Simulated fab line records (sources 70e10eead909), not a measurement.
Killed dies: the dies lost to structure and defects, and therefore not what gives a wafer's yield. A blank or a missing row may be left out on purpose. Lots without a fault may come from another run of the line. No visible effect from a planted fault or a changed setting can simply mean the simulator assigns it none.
A single fault, viewed from 3 desks	flow nand harc	each desk holds nothing but its own numbers, with what lay behind them at the end

## METROLOGY DESK
Means of the sampled wafers that have a number, per lot and without regard to the tool the lot ran on: this is what the gauges read. The brackets show how far a lot's mean lies from the usual mean; more than 4 standard deviations puts the lot out of limits, marked OUT.
Columns: A = cd nm at NHARC_THIN_TSV_CD_MEAS_12, usual 1000.5 nm; B = cd nm at NHARC_THIN_TSV_CD_MEAS_37, usual 5000.4 nm
lot	first seen here	A	B
L224	day 19 07:02	999.6	5000.8
L225	day 19 08:08	999.2	4997.3
L226	day 19 17:08	999.8	5001.7
L227	day 20 01:26	1000.3	5000.9
L228	day 20 09:34	1000.7	5001.3
L229	day 20 15:57	1000.6	5001.0
L232	day 20 23:22	1000.6	4999.5
L233	day 21 06:23	1003.0	5001.6
L231	day 21 17:29	998.9	5000.0
L230	day 21 18:32	1001.0	4998.7
L238	day 23 10:22	999.3	4997.1
L239	day 23 12:47	1003.6	5001.4
L245	day 24 11:43	1000.7	4999.7
This desk found nothing out of limits on any of the 13 lots.

## THE TOOL OWNER'S DESK: rie metal-01
The tool's own readings at NHARC_THIN_TSV_ETCH_59 (etches the open film in Cl2/BCl3, target depth 880 nm, time 138.1 s): means of the sampled wafers that have a number, for each lot that ran on this tool. The brackets show how far a lot's mean lies from the usual mean; more than 4 standard deviations puts the lot out of limits, marked OUT.
Columns: A = drypump motor current A at NHARC_THIN_TSV_ETCH_59, usual 5.7 A; B = oes product au at NHARC_THIN_TSV_ETCH_59, usual 0.998 a.u.; C = rf fwd power W at NHARC_THIN_TSV_ETCH_59, usual 896 W; D = throttle valve pct at NHARC_THIN_TSV_ETCH_59, usual 22.263 %
lot	first seen here	A	B	C	D
L224	day 19 13:15	5.4	1.012	896	22.266
L225	day 19 14:32	5.2	1.002	896	22.254
L228	day 20 15:40	5.2	0.998	899	22.259
L233	day 21 12:47	5.2	0.987	896	22.266
L238	day 23 17:35	5.5	0.984	896	22.280
L239	day 23 21:28	5.6	1.000	899	22.254
This desk found nothing out of limits on any of the 6 lots.

## THE DEFECT DESK
Inspection counts along the route, by lot: the mean over sampled wafers that carry a number. The brackets show how far a lot's mean lies from the usual mean; more than 4 standard deviations puts the lot out of limits, marked OUT.
Columns: A = raw defect count at NHARC_THIN_TSV_INSPECT_40, usual 442
lot	first seen here	A
L224	day 19 18:50	401
L225	day 19 18:50	502
L226	day 20 05:14	520
L227	day 20 13:17	421
L228	day 20 21:34	431
L229	day 21 03:49	402
L232	day 21 11:16	447
L233	day 21 21:08	448
L230	day 22 06:59	447
L231	day 22 06:59	362
L238	day 23 23:25	406
L239	day 24 03:03	475
L245	day 24 23:55	454
This desk found nothing out of limits on any of the 13 lots.

## TAKEN TOGETHER
From the metrology desk's view, nothing was out of limits.
The tool owner's desk saw nothing out of limits.
Nothing the defect desk looked at was out of limits.

## WHAT HAD BEEN PUT IN BY THE SIMULATOR
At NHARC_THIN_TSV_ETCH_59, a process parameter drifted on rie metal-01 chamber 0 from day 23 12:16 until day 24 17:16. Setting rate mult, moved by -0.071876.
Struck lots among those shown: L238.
